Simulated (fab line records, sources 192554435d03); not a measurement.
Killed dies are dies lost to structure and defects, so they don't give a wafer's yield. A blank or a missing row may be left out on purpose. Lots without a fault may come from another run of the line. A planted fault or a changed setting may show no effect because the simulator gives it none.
A struck lot beside a sound one | flow n5_finfet | 39 steps out of a route of 1938
Sound: wafers L633.2, L633.3, L633.5. Struck: wafer L639.1. (L639.3 of the same lot was not struck and is left out.) The cause comes at the end.
At each step with rows: each side's tool, then ch and its chambers, then its first start. Under that, the readings that differ: sound wafers | struck wafers | difference of the means | sigmas: that difference in standard deviations of wafers without a fault.
alike: readings whose means differ by less than 2 such deviations, and words and numbers that are the same on both sides. not compared: withheld readings, readings that some wafer has no value for, bounds like >300 that may hide the same value, and numbers for which the record gives no deviation and whose values overlap.
The two part at a step that has a row with sigmas, a row that says differs or no value, or rows on one side only. Numbers that don't overlap but have no deviation are shown without sigmas and don't part them. A reading that every wafer of one side lacks parts them only if that side has two wafers or more.

first, 11 steps without rows for these wafers: N5_FIN_SAQP_SPACER1_ETCHBACK_25 (etches SiO2 in CHF3/O2, target depth 24.4 nm, time 12.2 s); N5_FIN_SAQP_MANDREL1_REMOVE_56 (chemistry HBr/Cl2/O2, target a-Si, stops on SiNx, bt time 10 s); N5_FIN_SAQP_ETCH_57 (etches SiNx in CH3F/O2, target depth 32.5 nm, time 46.4 s); N5_FIN_SAQP_ETCH_65 (etches SiO2 in CF4, target depth 4 nm, time 4.4 s); N5_FIN_SAQP_MANDREL_ETCH_58 (etches a-Si in HBr/Cl2, stops on SiNx, target depth 45 nm, bt time 10 s, time 27 s); N5_FIN_SAQP_RECESS_63 (chemistry HF/NH3, target SiO2, target depth 18 nm, afs cycles 3, sublimation time 60 s); N5_FIN_SAQP_COAT_68 (time 60 s, resist thk 100 nm); N5_FIN_SAQP_ETCH_69 (etches SOC in N2/H2, stops on SiNx, target depth 150 nm); N5_FIN_SAQP_ETCH_67 (etches SiNx in CH3F/O2, target depth 30 nm); N5_FIN_SAQP_STRIP_70 (strips in N2/H2); N5_FIN_SAQP_RECESS_71 (chemistry HF/NH3, target SiO2, target depth 3 nm, afs cycles 1, sublimation time 60 s).
N5_FIN_SAQP_SPACER2_ALD_28: deposits SiO2, target thk 8.1 nm, pulse time 1 s, purge time 2 s.
  sound on ald_sin-04 ch 2,3, day 3 07:05; struck on ald_sin-04 ch 2, day 4 22:45
  reading                                           | sound   | struck | difference | sigmas
  model.SiO2_of_FIN_SAQP_SPACER2_ALD_28.thk_nm (nm) | 8.2 8 8 | 10.8   | +2.7       |
  alike: heater_power_w, precursor_pulse_height_rel
then, 1 step without rows for these wafers: N5_FIN_SAQP_SPACER2_ETCHBACK_29 (etches SiO2 in CHF3/O2, target depth 12.2 nm, time 6.1 s).
N5_FIN_SAQP_MANDREL2_REMOVE_60: chemistry HBr/Cl2/O2, target a-Si, stops on SiNx, bt time 10 s.
  sound on rie_si-01 ch 1,2,3, day 3 07:31; struck on rie_si-01 ch 2, day 4 23:17
  reading                   | sound     | struck | difference | sigmas
  model.FIN_SAQP.cd_nm (nm) | 8.2 8 8.2 | 10.8   | +2.7       |
  alike: HBr_flow_sccm, drypump_motor_current_A, oes_product_au, throttle_valve_pct
  not compared: rf_hours_counter_h
N5_FIN_SAQP_CD_MEAS_31: target cd 8 nm.
  sound on cd_sem-01 ch 0, day 3 07:38; struck on cd_sem-03 ch 0, day 4 23:23
  reading    | sound          | struck | difference | sigmas
  cd_nm (nm) | 8.34 8.20 8.26 | 10.73  | +2.46      | +12
then, 3 steps without rows for these wafers: N5_FIN_SAQP_HM_OPEN_33 (chemistry CH3F/O2, target SiNx, target depth 49.4 nm, time 70.6 s); N5_FIN_SAQP_ETCH_34 (etches SiO2 in C4F6/O2, target depth 45 nm, time 15 s); N5_FIN_SAQP_STRIP_77 (strips in N2/H2, time 90 s).
N5_FIN_SAQP_HM_CD_35: target cd 8 nm.
  sound on cd_sem-02, day 3 07:55; struck on cd_sem-02, day 4 23:46
  reading    | sound          | struck | difference | sigmas
  cd_nm (nm) | 8.27 7.94 8.06 | 10.50  | +2.41      | +10
then, 1 step without rows for these wafers: N5_FIN_SAQP_ETCH_64 (etches SiO2 in CF4, target depth 1.5 nm).
N5_FIN_SAQP_FIN_ETCH_36: etches the open film in HBr/Cl2/O2, target depth 120 nm, time 50.4 s.
  sound on rie_si-03 ch 0,1,3, day 3 07:58; struck on rie_si-04 ch 1, day 4 23:50
  reading                   | sound             | struck | difference | sigmas
  HBr_flow_sccm (sccm)      | 149.7 149.1 150.3 | 151.0  | +1.3       | +3
  model.FIN_SAQP.cd_nm (nm) | 8.2 8.2 8.2       | 11     | +3         |
  alike: drypump_motor_current_A, oes_product_au, throttle_valve_pct
  not compared: rf_hours_counter_h
N5_FIN_SAQP_CD_MEAS_37: target cd 8 nm.
  sound on cd_sem-01, day 3 08:06; struck on cd_sem-02, day 4 23:56
  reading    | sound          | struck | difference | sigmas
  cd_nm (nm) | 8.12 8.10 7.77 | 10.66  | +2.66      | +12
then, 14 steps without rows for these wafers: N5_FIN_SAQP_PRECLEAN_38 (cleans in O3/DIW, time 45 s); N5_FIN_SAQP_PRECLEAN_45 (cleans in dHF, time 10 s); N5_FIN_SAQP_SRD_39 (time 30 s); N5_FIN_CUT_COAT_18 (time 60 s, resist thk 230 nm); N5_FIN_CUT_COAT_19 (time 60 s, resist thk 20 nm); N5_FIN_CUT_COAT_29 (time 60 s, resist thk 10 nm); N5_FIN_CUT_COAT_02 (resist thk 30 nm); N5_FIN_CUT_EBR_04; N5_FIN_CUT_SOFTBAKE_03 (time 60 s); N5_FIN_CUT_EXPOSE_05 (exposes mask FIN CUT); N5_FIN_CUT_PEB_06 (peb time 60 s); N5_FIN_CUT_DEVELOP_07 (develop time 30 s); N5_FIN_CUT_DESCUM_13 (chemistry O2, time 7 s); N5_FIN_CUT_ETCH_30 (etches underlayer in N2/H2, target depth 13 nm, time 10.4 s).
N5_STI_FIN_REVEAL_CD_MEAS_22: target cd 6.238 nm, pitch 28 nm.
  sound on cd_sem-02, day 3 19:02; struck on cd_sem-01, day 5 13:44
  reading    | sound          | struck | difference | sigmas
  cd_nm (nm) | 6.49 6.70 6.13 | 9.30   | +2.86      | +11
-- the record jumps here: 6 days lie between the struck wafers' starts before and after (it left off in module STI_FIN_REVEAL and takes up again in module BEOL_M4, whose first step shown is number 1111 of the route) --
N5_BEOL_M4_RC_MEAS_101:
  sound on prober-01 ch 0, day 9 00:02; struck on prober-01 ch 0, day 11 08:23
  reading            | sound                | struck | difference | sigmas
  DIBL_N (mV/V)      | 36.7 36.0 36.0       | 52.1   | +15.9      | +11
  DIBL_P (mV/V)      | 38.5 37.7 37.6       | 60.8   | +22.9      | +13
  IOFF_N (nA/um)     | 0.181 0.166 0.165    | 1.982  | +1.811     | +79
  IOFF_N_85C (nA/um) | 3.4 3.2 3.2          | 26.0   | +22.7      | +60
  IOFF_N_LIN (nA/um) | 0.080 0.075 0.076    | 0.610  | +0.533     | +59
  IOFF_P (nA/um)     | 0.222 0.207 0.207    | 1.532  | +1.320     | +46
  IOFF_P_85C (nA/um) | 3.8 3.7 3.6          | 18.8   | +15.1      | +35
  IOFF_P_LIN (nA/um) | 0.098 0.097 0.095    | 0.428  | +0.331     | +30
  ION_N (uA/um)      | 680 674 676          | 803    | +126       | +14
  ION_P (uA/um)      | 459 463 461          | 533    | +72        | +10
  SS_N (mV/dec)      | 72.2 71.6 71.5       | 75.6   | +3.8       | +8
  SS_P (mV/dec)      | 73.5 73.1 74.0       | 79.7   | +6.2       | +10
  VT_N (mV)          | 249.0 250.0 248.4    | 206.6  | -42.5      | -14
  VT_N_LVT (mV)      | 99.6 100.6 99.3      | 54.4   | -45.4      | -17
  VT_P (mV)          | -252.3 -253.5 -251.6 | -225.2 | +27.3      | +9
  VT_P_LVT (mV)      | -99.7 -102.2 -101.0  | -71.4  | +29.6      | +13
-- the record jumps here: 5 days lie between the struck wafers' starts before and after (it left off in module BEOL_M4 and takes up again in module PASSIVATION, whose first step shown is number 1936 of the route) --
N5_PASSIVATION_PROBE_49:
  the record has rows for the struck wafers here (prober-02, day 15 21:00) and none for the sound ones

WHERE THEY PART
First at N5_FIN_SAQP_CD_MEAS_31; last, within this record, at N5_PASSIVATION_PROBE_49.

WHY: what the simulator had put in
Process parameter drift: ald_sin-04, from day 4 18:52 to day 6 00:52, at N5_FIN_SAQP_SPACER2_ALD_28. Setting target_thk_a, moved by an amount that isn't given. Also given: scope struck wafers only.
